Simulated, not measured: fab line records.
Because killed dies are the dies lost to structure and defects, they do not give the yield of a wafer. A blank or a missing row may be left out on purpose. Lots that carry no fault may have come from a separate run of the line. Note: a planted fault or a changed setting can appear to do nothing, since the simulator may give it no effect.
What tool caused it? + flow nandHarc + 33 wafers from 11 lots sampled at 3 of the route's 1302 steps

== WHAT THE GAUGES SHOWED, per wafer ==
NHARC_P_CONTACT_CD_MEAS_12: the cd target is 90 nm.
| lot  | measured     | on       | cdNm (nm)      |
|------|--------------|----------|----------------|
| L534 | day 6 01:40  | cdSem-01 | 90.2 88.8 90.4 |
| L536 | day 6 18:33  | cdSem-01 | 91.2 90.4 91.1 |
| L537 | day 7 03:44  | cdSem-01 | 91.0 90.6 91.1 |
| L535 | day 8 08:38  | cdSem-02 | 89.9 90.5 89.7 |
| L541 | day 8 19:20  | cdSem-01 | 68.9 69.1 70.5 |
| L545 | day 10 19:49 | cdSem-01 | 91.2 90.4 90.7 |
| L548 | day 11 20:04 | cdSem-03 | 91.1 89.9 90.4 |
| L552 | day 13 03:22 | cdSem-01 | 89.7 90.5 90.3 |
| L553 | day 13 15:52 | cdSem-01 | 90.6 89.8 89.6 |
| L554 | day 14 05:40 | cdSem-01 | 91.1 90.6 90.9 |
| L557 | day 15 08:40 | cdSem-03 | 90.1 90.6 89.9 |

== WHAT TOOL EACH LOT RAN ON (gives the tool, then ch and the chambers of the sampled wafers, and finally the start) ==
| lot  | NHARC_P_CONTACT_DEP_00                     | NHARC_P_CONTACT_EXPOSE_09         |
|------|--------------------------------------------|-----------------------------------|
| L534 | pecvd-03 ch 0,2, day 6 01:32 or earlier    | arfiScanner-02 ch 0, day 6 01:32  |
| L536 | pecvd-03 ch 0,1, day 6 18:25 or earlier    | arfiScanner-02 ch 0, day 6 18:25  |
| L537 | pecvd-01 ch 0,1,2, day 7 03:37 or earlier  | arfiScanner-03 ch 0, day 7 03:37  |
| L535 | pecvd-03 ch 0,1,2, day 8 08:29 or earlier  | arfiScanner-02 ch 0, day 8 08:29  |
| L541 | pecvd-01 ch 0,1,2, day 8 19:11 or earlier  | arfiScanner-01 ch 0, day 8 19:11  |
| L545 | pecvd-03 ch 0,1, day 10 18:27              | arfiScanner-01 ch 0, day 10 19:41 |
| L548 | pecvd-01 ch 0,1,2, day 11 19:56 or earlier | arfiScanner-01 ch 0, day 11 19:56 |
| L552 | pecvd-01 ch 0,1,2, day 13 03:14 or earlier | arfiScanner-01 ch 0, day 13 03:14 |
| L553 | pecvd-03 ch 0,1, day 13 15:43 or earlier   | arfiScanner-01 ch 0, day 13 15:43 |
| L554 | pecvd-02 ch 1,2, day 14 05:32 or earlier   | arfiScanner-01 ch 0, day 14 05:32 |
| L557 | pecvd-01 ch 1,2, day 15 08:31 or earlier   | arfiScanner-03 ch 0, day 15 08:31 |
- NHARC_P_CONTACT_DEP_00: deposits SiO2, target thk 500 nm.
- NHARC_P_CONTACT_EXPOSE_09: exposes mask P CA, target cd 90 nm.

== THE ANSWER, worked out from the rows above alone ==
Rule: usual is defined by the lots themselves. Put in order of their means at a reading, lots are off if they are a third of the lots or fewer, leave a main group of 4 or more, and stand apart from it by a gap of 3 or more times the standard deviation of the main group's means; of several such gaps the widest counts. A main group is skipped when, at the precision printed for the reading in the tables above, its means are all equal. Also off: a lot with no number at a reading for which 4 or more lots have one. All remaining lots with rows at the step are treated as sound.
Off at NHARC_P_CONTACT_CD_MEAS_12 (cdNm): L541. Main group: mean 90.4 nm, sd 0.4.
If a tool, at a process step before that reading, ran all the lots that are off and no sound lot after the first of them, it fits. The gauges at NHARC_P_CONTACT_CD_MEAS_12 are tried like those tools. NHARC_P_CONTACT_DEP_00 gives no start for some lots, so the hours and the order of its lots are those of NHARC_P_CONTACT_EXPOSE_09. No candidate that was tried fits.

== WHAT WAS PUT IN BY THE SIMULATOR ==
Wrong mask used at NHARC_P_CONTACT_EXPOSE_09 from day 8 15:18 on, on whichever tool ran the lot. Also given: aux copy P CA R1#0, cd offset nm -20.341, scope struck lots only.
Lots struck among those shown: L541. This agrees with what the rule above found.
